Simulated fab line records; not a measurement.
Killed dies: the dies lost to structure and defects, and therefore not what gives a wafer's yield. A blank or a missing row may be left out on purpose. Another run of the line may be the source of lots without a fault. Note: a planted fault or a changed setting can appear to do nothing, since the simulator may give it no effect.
Matching of chambers + flow n5Finfet + rieDiel-06 running N5_DUMMY_GATE_STRIP_41: 4 sister chambers
The step strips in O2. 18 wafers are shown with their chamber, then 9 later ones without.

WAFERS WITH THEIR CHAMBER
| wafer  | chamber | showerheadPlenumPTorr (Torr) | drypumpMotorCurrentA (A) | oesProductAu (a.u.) |
|--------|---------|------------------------------|--------------------------|---------------------|
| L077.1 | 1       | 2.22                         | 6.6                      | 0.93                |
| L077.2 | 2       | 2.08                         | 5.7                      | 0.71                |
| L077.5 | 3       | 2.06                         | 5.9                      | 0.93                |
| L085.2 | 2       | 2.08                         | 5.6                      | 0.71                |
| L085.4 | 3       | 2.06                         | 5.9                      | 0.89                |
| L085.5 | 3       | 2.06                         | 5.9                      | 0.89                |
| L090.3 | 3       | 2.05                         | 5.9                      | 0.86                |
| L090.4 | 2       | 2.08                         | 5.6                      | 0.70                |
| L090.6 | 2       | 2.08                         | 5.7                      | 0.69                |
| L091.1 | 3       | 2.05                         | 5.9                      | 0.87                |
| L091.2 | 0       | 2.07                         | 5.8                      | 1.01                |
| L091.6 | 3       | 2.05                         | 5.9                      | 0.86                |
| L092.1 | 0       | 2.07                         | 5.8                      | 1.00                |
| L092.2 | 1       | 2.22                         | 6.6                      | 0.90                |
| L092.3 | 3       | 2.05                         | 5.9                      | 0.88                |
| L093.3 | 0       | 2.07                         | 5.8                      | 0.97                |
| L093.4 | 1       | 2.22                         | 6.6                      | 0.89                |
| L093.6 | 0       | 2.07                         | 5.8                      | 0.98                |

SIGNATURES (means of the wafers above)
| reading               | chamber 0 | chamber 1 | chamber 2 | chamber 3 | scatter within a chamber |
|-----------------------|-----------|-----------|-----------|-----------|--------------------------|
| showerheadPlenumPTorr | 2.0700    | 2.2200    | 2.0800    | 2.0543    | 0.0035                   |
| drypumpMotorCurrentA  | 5.800     | 6.600     | 5.650     | 5.900     | 0.0267                   |
| oesProductAu          | 0.9900    | 0.9067    | 0.7025    | 0.8829    | 0.0202                   |
Rule: for each reading, subtract the chamber's mean from the wafer's reading, divide by that reading's scatter and square the result; add these up over the readings and take the root, which gives the wafer's distance from the chamber. The wafer belongs to the nearest chamber; if the next one is less than 2 further off, it can't be placed. The scatter: the root of (the sum of the squares of (reading less its chamber's mean) over the shown wafers, divided by (wafers less chambers)).

WAFERS MISSING THEIR CHAMBER
| wafer  | showerheadPlenumPTorr (Torr) | drypumpMotorCurrentA (A) | oesProductAu (a.u.) |
|--------|------------------------------|--------------------------|---------------------|
| L094.1 | 2.07                         | 5.8                      | 0.97                |
| L094.4 | 2.21                         | 6.6                      | 0.89                |
| L094.6 | 2.08                         | 5.7                      | 0.69                |
| L097.2 | 2.21                         | 6.6                      | 0.88                |
| L097.3 | 2.05                         | 5.9                      | 0.85                |
| L097.6 | 2.07                         | 5.6                      | 0.69                |
| L096.3 | 2.05                         | 5.9                      | 0.84                |
| L096.4 | 2.07                         | 5.8                      | 0.94                |
| L096.6 | 2.05                         | 5.9                      | 0.84                |

THE CHAMBER EACH PASSED THROUGH
| wafer  | from the rows above | in truth |
|--------|---------------------|----------|
| L094.1 | 0                   | 0        |
| L094.4 | 1                   | 1        |
| L094.6 | 2                   | 2        |
| L097.2 | 1                   | 1        |
| L097.3 | 3                   | 3        |
| L097.6 | 2                   | 2        |
| L096.3 | 3                   | 3        |
| L096.4 | 0                   | 0        |
| L096.6 | 3                   | 3        |
9 of 9 placed correctly. Can't be placed from these rows: 0. 0 placed wrongly.
